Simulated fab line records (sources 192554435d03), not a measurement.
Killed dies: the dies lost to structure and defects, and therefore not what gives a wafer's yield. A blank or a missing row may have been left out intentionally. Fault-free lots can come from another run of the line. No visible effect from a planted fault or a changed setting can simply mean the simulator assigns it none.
Matching of chambers + flow n5-finfet + 3 sister chambers for N5_BEOL_M5_DEP_56 on pecvd-04
The step deposits SiCN from 3MS/NH3, target thk 8 nm, time 14 s. 6 wafers are shown with their chamber, then 9 later ones without.

## WAFERS WITH THEIR CHAMBER
| wafer  | chamber | showerhead-plenum-p-Torr (Torr) | throttle-valve-pct (%) |
|--------|---------|---------------------------------|------------------------|
| L078.6 | 1       | 3.645                           | 9.2                    |
| L085.3 | 0       | 3.680                           | 9.1                    |
| L085.4 | 2       | 3.655                           | 9.1                    |
| L084.1 | 2       | 3.649                           | 9.1                    |
| L084.2 | 0       | 3.675                           | 8.8                    |
| L084.3 | 1       | 3.645                           | 9.0                    |

## WAFERS MISSING THEIR CHAMBER
| wafer  | showerhead-plenum-p-Torr (Torr) | throttle-valve-pct (%) |
|--------|---------------------------------|------------------------|
| L087.3 | 3.663                           | 8.7                    |
| L087.4 | 3.652                           | 8.7                    |
| L087.5 | 3.670                           | 8.7                    |
| L094.1 | 3.649                           | 9.1                    |
| L094.2 | 3.646                           | 9.0                    |
| L094.5 | 3.640                           | 8.9                    |
| L093.3 | 3.652                           | 8.9                    |
| L093.4 | 3.675                           | 9.0                    |
| L093.5 | 3.652                           | 8.9                    |

## WHICH CHAMBER EACH WENT THROUGH
| wafer  | from the rows above          | in truth |
|--------|------------------------------|----------|
| L087.3 | can't be placed: 2 or 0 or 1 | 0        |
| L087.4 | can't be placed: 2 or 1      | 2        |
| L087.5 | 0                            | 0        |
| L094.1 | can't be placed: 2 or 1      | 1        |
| L094.2 | can't be placed: 1 or 2      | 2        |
| L094.5 | can't be placed: 1 or 2      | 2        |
| L093.3 | can't be placed: 2 or 1      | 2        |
| L093.4 | 0                            | 0        |
| L093.5 | can't be placed: 2 or 1      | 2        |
Placed correctly: 2 of 9. Not placeable from these rows: 7 (in 7, the candidates include the true chamber). Placed wrongly: 0.
How it was worked out, from the rows above alone: a wafer's distance from a chamber is the root of the sum, over the readings, of the square of ((its reading less the chamber's mean) divided by the reading's scatter). The wafer belongs to the nearest chamber; if the next one is less than 2 further off, it can't be placed. A chamber's mean is the mean of its shown wafers. The scatter is the square root of a quotient: the sum, over the shown wafers, of each reading's squared deviation from its chamber's mean, divided by wafers minus chambers.
